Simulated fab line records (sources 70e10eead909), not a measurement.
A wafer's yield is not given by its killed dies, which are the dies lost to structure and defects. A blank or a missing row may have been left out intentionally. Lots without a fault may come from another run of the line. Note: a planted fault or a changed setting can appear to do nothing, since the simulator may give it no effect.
fab line records	flow nand_harc
[record] lots = 5	wafers = 15	last_day = 24
route steps=1159 shown P_ZERO_WELL@68 P_STI@69 END@1159
lots that met no fault: from a run of the same line without faults
start_h: the number of hours between the record's first day and the start of the first shown wafer of the lot	wait_h: hours from the lot's prior step to this one	" identical to the entry in the row above	L1.1+2: a single row standing in for several wafers	- either no value or no given start	* or withheld: withheld	< > ~ a bound
route shown NAME@n: names a module that has steps shown in the file, with the first one's number in the route	usual: mean/standard deviation taken from wafers without a fault	same: alike in all rows	chamber/n: place in a boat	sites: each site's reading	_std_site: the values' standard deviation	_edge_site: the outer-site mean with the inner-site mean subtracted	radius_mm: how far each site lies from the wafer's centre	mask NAME#n: copy n	behind: tool/chamber where the wafer was last shaped	hold: the reason the lot was held/the length of the hold in hours/how it ended	device: which transistor (n, p or np) failed to switch	end of line: the tests these same wafers got at the end of their route	step lacking rows: just its recipe	killed: dies that structure and defects cost at the first sort, which is not the same as the wafer's yield	map: shows each die of a wafer: x if killed, . if not, _ if none is there
set.NAME: the run value of the setting; set.NAME@STEP: its run value at that earlier step	model.NAME: the simulator's own value behind a step, which no gauge read
lots at some steps of the route; a table a step, a row a wafer
services: when a tool's chamber went out of use (start_h, in hours from the record's first day, below 0 if earlier), for how many hours, and the reason
[[steps]]
[step NHARC_P_ZERO_WELL_INSPECT_43]
[usual] raw_defect_count = 14/6.8
lot.wafer	tool	chamber	start_h	wait_h	raw_defect_count
L306.2	defect_inspect-02	-	19.57	0.5	11
L306.4	"	-	"	"	11
L306.5	"	-	"	"	12
L307.1	defect_inspect-02	-	25.22	0.6	15
L307.4	"	-	"	"	15
L307.6	"	-	"	"	13
L319.1	defect_inspect-01	-	97.86	0.6	5
L319.4	"	-	"	"	15
L319.6	"	-	"	"	16
L322.1	defect_inspect-01	-	115.70	0.6	24
L322.3	"	-	"	"	13
L322.4	"	-	"	"	17
L329.1	defect_inspect-01	-	157.34	0.6	27
L329.3	"	-	"	"	17
L329.6	"	-	"	"	16
[step NHARC_P_STI_ETCH_26]
[recipe] target_depth_a = 110	chemistry = dHF	material = SiO2
[step NHARC_P_STI_PRECLEAN_27]
[recipe] time_s = *	temp_c = 50	bath_age_min = 0	chemistry = SC1
[step NHARC_P_STI_SRD_28]
[step NHARC_P_STI_OXIDE_29]
[recipe] target_thk_a = 100	temp_c = 900	ox_time_s = 1362	material = SiO2
[step NHARC_P_STI_HM_DEP_30]
[recipe] target_thk_a = 800	temp_c = 790	pressure_mtorr = 300	time_s = 873	material = Si3N4
[step NHARC_P_STI_DEHYDRATE_01]
[recipe] temp_c = 150	time_s = 120
[step NHARC_P_STI_HMDS_02]
[recipe] time_s = 30
[step NHARC_P_STI_COAT_41]
[recipe] temp_c = 200	time_s = 65
[step NHARC_P_STI_COAT_03]
[recipe] spin_rpm = 2000	resist_thk_nm = 600
[step NHARC_P_STI_SOFTBAKE_04]
[recipe] temp_c = 125	time_s = 70
[step NHARC_P_STI_EBR_05]
[step NHARC_P_STI_EXPOSE_06]
[recipe] na = 0.55	target_cd_nm = 200	dose_mj = 37.69	mask_id = P_STI
lot.wafer	tool	chamber	start_h	wait_h	mask
L306.2+4+5	krf_scanner-02	0	31.24	-	P_STI#0
L307.1+4+6	krf_scanner-01	0	42.60	-	P_STI#0
L319.1+4+6	krf_scanner-02	0	112.64	-	P_STI#0
L322.1+3+4	krf_scanner-01	0	130.97	-	P_STI_R1#0
L329.1+3+6	krf_scanner-02	0	172.43	-	P_STI#0
[step NHARC_P_STI_PEB_07]
[recipe] peb_temp_c = 128	peb_time_s = 80
[step NHARC_P_STI_DEVELOP_08]
[recipe] time_s = 50	dev_temp_c = 22
[step NHARC_P_STI_CD_MEAS_09]
[recipe] target_cd_nm = 200	landing_energy_ev = 500
[usual] cd_nm = 200/4
lot.wafer	tool	chamber	start_h	wait_h	cd_nm
L306.2	cd_sem-02	0	31.39	-	194
L306.4	"	0	"	"	195
L306.5	"	0	"	"	195
L307.1	cd_sem-02	0	42.75	-	195
L307.4	"	0	"	"	195
L307.6	"	0	"	"	197
L319.1	cd_sem-02	0	112.79	-	201
L319.4	"	0	"	"	199
L319.6	"	0	"	"	198
L322.1	cd_sem-03	0	131.12	-	230
L322.3	"	0	"	"	233
L322.4	"	0	"	"	233
L329.1	cd_sem-03	0	172.58	-	204
L329.3	"	0	"	"	198
L329.6	"	0	"	"	201
[step NHARC_P_STI_OVL_MEAS_10]
[usual] overlay_x_nm = -1/5	overlay_y_nm = 0/5.7
lot.wafer	tool	chamber	start_h	wait_h	overlay_x_nm	overlay_y_nm
L306.2	overlay-01	-	31.48	-	-13	-12
L306.4	"	-	"	"	-12	-13
L306.5	"	-	"	"	-13	-12
L307.1	overlay-02	-	42.84	-	2	-6
L307.4	"	-	"	"	2	-6
L307.6	"	-	"	"	2	-6
L319.1	overlay-02	-	112.88	-	0	0
L319.4	"	-	"	"	1	0
L319.6	"	-	"	"	1	0
L322.1	overlay-01	-	131.21	-	14	11
L322.3	"	-	"	"	14	11
L322.4	"	-	"	"	14	11
L329.1	overlay-02	-	172.68	-	-8	-4
L329.3	"	-	"	"	-6	-5
L329.6	"	-	"	"	-7	-4
[step NHARC_P_STI_INSPECT_11]
[usual] raw_defect_count = 5.7/2.7
lot.wafer	tool	chamber	start_h	wait_h	raw_defect_count
L306.2	defect_inspect-02	-	31.52	0.0	4
L306.4	"	-	"	"	6
L306.5	"	-	"	"	6
L307.1	defect_inspect-02	-	42.87	0.0	4
L307.4	"	-	"	"	1
L307.6	"	-	"	"	5
L319.1	defect_inspect-02	-	112.92	0.0	3
L319.4	"	-	"	"	4
L319.6	"	-	"	"	6
L322.1	defect_inspect-01	-	131.27	0.1	8
L322.3	"	-	"	"	9
L322.4	"	-	"	"	14
L329.1	defect_inspect-02	-	172.71	0.0	12
L329.3	"	-	"	"	4
L329.6	"	-	"	"	8
[step NHARC_P_STI_HARDBAKE_13]
[recipe] temp_c = 118	time_s = 65
[step NHARC_P_STI_DESCUM_14]
[recipe] time_s = 3	o2_flow_sccm = 200	ar_flow_sccm = 0	bias_power_w = 0	chemistry = O2
[usual] drypump_motor_current_A = 5.6/0.43	oes_product_au = 1.008/0.012	rf_vpp_V = 57.9/0.85	showerhead_plenum_p_Torr = 1.94/0.075	throttle_valve_pct = 11.310/0.009
lot.wafer	tool	chamber	start_h	wait_h	drypump_motor_current_A	oes_product_au	rf_hours_counter_h	rf_vpp_V	showerhead_plenum_p_Torr	throttle_valve_pct	model.P_STI.cd_nm
L306.4	rie_diel-06	2	31.65	-	5.4	1.003	3.9	58.4	2.06	11.305	193.5
L306.2	"	1	"	"	5.3	1.011	3.7	60.0	1.97	11.313	192.8
L306.5	"	3	"	"	6.0	1.016	-	57.9	1.95	11.319	194.5
L307.4	rie_diel-11	2	43.02	-	6.5	0.987	0.7	58.4	1.89	11.316	193.5
L307.1	"	3	"	"	5.7	1.013	1.4	57.4	1.90	11.310	194.9
L307.6	"	1	"	"	5.5	1.016	-	56.7	1.82	11.307	196.6
L319.4	rie_diel-06	0	113.05	-	5.0	1.001	1.2	58.9	1.94	11.327	199.2
L319.1	"	2	"	"	5.4	1.011	1.2	59.0	2.06	11.322	199.8
L319.6	"	1	"	"	5.3	0.992	-	56.9	1.97	11.297	198.8
L322.4	rie_diel-06	0	131.40	-	5.0	1.017	1.6	59.1	1.94	11.321	233.6
L322.1	"	1	"	"	5.3	0.987	1.5	58.1	1.97	11.312	229.6
L322.3	"	3	"	"	6.0	1.021	1.8	57.4	1.95	11.306	233.3
L329.1	rie_diel-06	1	172.87	-	5.4	0.987	3.0	59.0	1.97	11.306	204.6
L329.3	"	2	"	"	5.4	1.002	3.4	60.0	2.06	11.303	198.1
L329.6	"	3	"	"	6.0	1.009	-	58.0	1.94	11.309	201.2
[step NHARC_P_STI_ETCH_42]
[recipe] target_depth_a = 800	overetch_a = 240	time_s = 61	ion_energy_ev = 200	n2_flow_sccm = 150	h2_flow_sccm = 150	ar_flow_sccm = 0	rf_w = 400	bias_w = 150	chemistry = N2/H2
[usual] drypump_motor_current_A = 5.6/0.43	oes_product_au = 1.008/0.013	rf_vpp_V = 431.2/2.5	showerhead_plenum_p_Torr = 2.07/0.081	throttle_valve_pct = 14.170/0.009
lot.wafer	tool	chamber	start_h	wait_h	drypump_motor_current_A	oes_product_au	rf_hours_counter_h	rf_vpp_V	showerhead_plenum_p_Torr	throttle_valve_pct
L306.2	rie_diel-06	3	31.74	0.1	5.9	1.019	4.1	431.5	2.08	14.166
L306.4	"	1	"	"	5.3	1.006	3.7	432.7	2.10	14.168
L306.5	"	3	"	"	5.9	1.014	-	431.7	2.08	14.164
L307.1	rie_diel-11	0	43.10	0.1	5.5	0.996	1.5	430.2	2.02	14.177
L307.4	"	2	"	"	6.5	0.969	0.7	430.0	2.01	14.181
L307.6	"	0	"	"	5.5	1.010	-	429.7	2.01	14.168
L319.4	rie_diel-06	2	113.14	0.1	5.4	1.013	1.2	436.4	2.20	14.156
L319.1	"	1	"	"	5.3	0.998	1.0	433.1	2.10	14.176
L319.6	"	3	"	"	5.9	1.024	-	432.4	2.08	14.178
L322.4	rie_diel-06	3	131.49	0.1	6.0	1.019	1.8	431.0	2.08	14.168
L322.1	"	0	"	"	5.0	1.016	1.6	431.7	2.07	14.151
L322.3	"	1	"	"	5.4	1.005	1.5	431.4	2.10	14.159
L329.1	rie_diel-06	1	172.94	0.1	5.3	0.989	3.0	431.7	2.10	14.170
L329.3	"	2	"	"	5.4	1.000	3.4	436.1	2.20	14.166
L329.6	"	1	"	"	5.3	0.988	-	430.9	2.10	14.166
[step NHARC_P_STI_ETCH_31]
[recipe] target_depth_a = 1089	time_s = 54.5	cf4_flow_sccm = 100	chf3_flow_sccm = 30	ar_flow_sccm = 0	rf_w = 500	bias_w = 200	chemistry = CF4/CHF3
[usual] cf4_flow_sccm = 100.0/0.33	drypump_motor_current_A = 5.6/0.43	oes_product_au = 0.966/0.021	rf_vpp_V = 371.1/2	showerhead_plenum_p_Torr = 1.59/0.059	throttle_valve_pct = 16.801/0.0095
lot.wafer	tool	chamber	start_h	wait_h	cf4_flow_sccm	drypump_motor_current_A	oes_product_au	rf_hours_counter_h	rf_vpp_V	showerhead_plenum_p_Torr	throttle_valve_pct
L306.4	rie_diel-06	0	-	-	100.0	5.0	0.974	4.1	369.0	1.59	16.791
L306.2	"	2	"	"	99.4	5.4	0.973	4.0	375.8	1.69	16.809
L306.5	"	0	"	"	100.2	5.0	0.970	-	371.8	1.59	16.815
L307.1	rie_diel-11	3	-	-	99.7	5.7	0.982	1.5	369.0	1.56	16.805
L307.4	"	0	"	"	100.3	5.5	0.966	1.6	370.8	1.56	16.808
L307.6	"	1	"	"	99.9	5.4	0.964	-	369.5	1.50	16.787
L319.1	rie_diel-06	3	-	-	100.1	6.0	0.986	1.4	370.0	1.60	16.782
L319.4	"	1	"	"	100.1	5.3	0.948	1.0	370.9	1.62	16.808
L319.6	"	2	"	"	99.9	5.4	0.977	-	375.1	1.69	16.815
L322.3	rie_diel-06	0	-	-	100.0	5.0	0.964	1.6	370.5	1.59	16.816
L322.1	"	2	"	"	99.5	5.4	0.963	1.7	374.9	1.69	16.796
L322.4	"	3	"	"	100.5	5.9	0.976	1.8	371.7	1.60	16.812
L329.3	rie_diel-06	1	-	-	100.2	5.3	0.907	3.0	371.6	1.62	16.789
L329.1	"	0	"	"	99.4	5.0	0.924	3.0	371.3	1.59	16.809
L329.6	"	2	"	"	100.1	5.4	0.928	-	374.6	1.69	16.826
[step NHARC_P_STI_ETCH_15]
[recipe] target_depth_a = 3000	taper_deg = 4	time_s = 100.1	hbr_flow_sccm = 150	cl2_flow_sccm = 50	rf_w = 400	icp_w = 400	bias_w = 100	chemistry = HBr/Cl2
[usual] drypump_motor_current_A = 5.8/0.38	oes_product_au = 0.998/0.012	throttle_valve_pct = 26.406/0.0092
lot.wafer	tool	chamber	start_h	wait_h	drypump_motor_current_A	oes_product_au	rf_hours_counter_h	throttle_valve_pct	model.P_STI.cd_nm
L306.4	rie_si-01	1	31.93	-	5.8	0.992	0.5	26.413	195.5
L306.2	"	0	"	"	5.3	1.015	0.4	26.401	192.4
L306.5	"	1	"	"	5.8	0.989	-	26.403	194.6
L307.4	rie_si-02	2	43.30	-	5.0	1.007	0.0	26.423	192.3
L307.1	"	0	"	"	6.1	0.985	0.0	26.408	196.4
L307.6	"	1	"	"	5.9	0.994	-	26.409	197.4
L319.1	rie_si-02	1	113.35	-	6.0	0.991	0.5	26.396	202
L319.4	"	3	"	"	5.9	0.986	0.6	26.397	197.7
L319.6	"	1	"	"	5.9	1.003	-	26.425	197.1
L322.3	rie_si-05	1	131.68	-	5.5	1.005	0.5	26.412	236.2
L322.4	"	2	"	"	6.2	0.988	0.3	26.409	232.6
L322.1	"	0	"	"	5.7	0.970	0.6	26.425	229.3
L329.1	rie_si-01	1	173.13	-	5.8	0.993	0.3	26.394	206.4
L329.3	"	0	"	"	5.3	0.989	0.3	26.415	196.8
L329.6	"	1	"	"	5.7	0.991	-	26.419	202.1
[step NHARC_P_STI_CD_MEAS_16]
[usual] cd_nm = 200/4.3
lot.wafer	tool	chamber	start_h	wait_h	cd_nm
L306.2	cd_sem-02	-	32.09	-	192
L306.4	"	-	"	"	196
L306.5	"	-	"	"	194
L307.1	cd_sem-01	-	43.44	-	196
L307.4	"	-	"	"	192
L307.6	"	-	"	"	198
L319.1	cd_sem-02	-	113.49	-	202
L319.4	"	-	"	"	198
L319.6	"	-	"	"	197
L322.1	cd_sem-02	-	131.84	-	229
L322.3	"	-	"	"	236
L322.4	"	-	"	"	232
L329.1	cd_sem-03	-	173.29	-	206
L329.3	"	-	"	"	197
L329.6	"	-	"	"	202
[step NHARC_P_STI_OCD_MEAS_17]
[usual] trench_depth_nm = 300/5.1	trench_foot_cd_nm = 158/4
lot.wafer	tool	chamber	start_h	wait_h	trench_depth_nm	trench_foot_cd_nm
L306.2	ocd-02	-	32.19	0.1	306	151
L306.4	"	-	"	"	295	153
L306.5	"	-	"	"	296	153
L307.1	ocd-02	-	43.53	0.1	295	154
L307.4	"	-	"	"	305	152
L307.6	"	-	"	"	299	154
L319.1	ocd-02	-	113.58	0.1	301	158
L319.4	"	-	"	"	297	157
L319.6	"	-	"	"	301	156
L322.1	ocd-01	-	131.93	0.1	288	189
L322.3	"	-	"	"	305	191
L322.4	"	-	"	"	298	191
L329.1	ocd-02	-	173.38	0.1	299	163
L329.3	"	-	"	"	300	157
L329.6	"	-	"	"	300	160
[step NHARC_P_STI_STRIP_19]
[recipe] time_s = 900	temp_c = 130	chemistry = SPM
[step NHARC_END_SORT_01]
[recipe] temp_c = 25
[usual] killed_at_array = 30/10	killed_at_other = 0.5/0.82	killed_at_periphery = 2.9/2	killed_dies = 34/11	killed_open = 3.2/1.8	killed_short = 2.0/1.4
[same] gross_dies = 677
lot.wafer	tool	chamber	start_h	wait_h	killed_at_array	killed_at_other	killed_at_periphery	killed_dies	killed_open	killed_short
L322.3	prober-02	0	561.31	3.1	30	2	1	33	2	4
// killed by level:class
L322.3 A_CHANNEL_HOLE_D1:chamber_film_flake=13 A_BLC:chamber_film_flake=5 A_SGD_CUT:chamber_film_flake=4 A_STAIRCASE:chamber_film_flake=3 A_CHANNEL_FILL_D1:geometric_particle:short=2 P_CONTACT:geometric_particle:open=1 A_CHANNEL_FILL_D1:geometric_particle:open=1 A_WL_FILL:geometric_particle:short=1
[[services]]
tool	chamber	start_h	hours	kind
rie_diel-11	0	8.63	9.8	repair
rie_diel-11	-	12.50	9.0	pm
rie_si-02	1	12.90	5.6	repair
rie_diel-06	0	18.72	-	clean
rie_diel-06	1	18.72	-	clean
rie_diel-06	2	18.72	-	clean
rie_diel-06	3	18.72	-	clean
rie_si-05	1	25.55	1.8	repair
rie_diel-11	2	32.93	5.1	repair
rie_si-02	-	34.00	9.0	pm
rie_diel-06	0	43.25	-	clean
rie_diel-06	2	48.48	5.0	repair
rie_si-02	3	57.51	1.5	repair
rie_si-05	-	62.00	9.0	pm
rie_diel-06	-	64.20	9.0	pm
rie_diel-06	1	76.39	4.0	repair
rie_diel-11	1	76.69	8.8	repair
krf_scanner-02	-	77.34	4.0	pm
rie_si-01	0	77.37	35.5	repair
krf_scanner-01	-	84.00	4.0	pm
rie_si-01	1	109.74	9.4	repair
rie_si-05	0	114.65	4.0	repair
krf_scanner-01	-	122.40	4.9	repair
rie_si-01	-	127.00	9.0	pm
[[key]]
[first_sign] step = NHARC_P_STI_EXPOSE_06	reading = mask	direction = changed
[effect] step = NHARC_P_STI_CD_MEAS_09	reading = cd_nm	direction = up	sigmas = 7.8	usual = 200	struck = 232
[effect] step = NHARC_P_STI_CD_MEAS_16	reading = cd_nm	direction = up	sigmas = 7.4	usual = 200	struck = 232
[effect] step = NHARC_P_STI_OCD_MEAS_17	reading = trench_foot_cd_nm	direction = up	sigmas = 8	usual = 158	struck = 190
[model_effect] step = NHARC_P_STI_DESCUM_14	value = P_STI.cd_nm	without = 205.7	struck = 232.2
[model_effect] step = NHARC_P_STI_ETCH_15	value = P_STI.cd_nm	without = 206.3	struck = 232.7
met_at NHARC_P_STI_EXPOSE_06
struck_wafers L322.1,L322.3,L322.4
tester_left_out L322
onset_between 42.60 130.97
[fault] kind = wrong_mask	tool = any	chamber = -	onset_h = 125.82	steps = NHARC_P_STI_EXPOSE_06	aux_copy = P_STI_R1#0	cd_offset_nm = 26.435	scope = struck_lots_only
// tester_left_out: of these lots the tester's yield and bins aren't shown, on N5 and GAA mostly nor the transistor test; their killed dies are dies lost to structure and defects alone, not to doping, threshold or leakage, so they don't give the yield
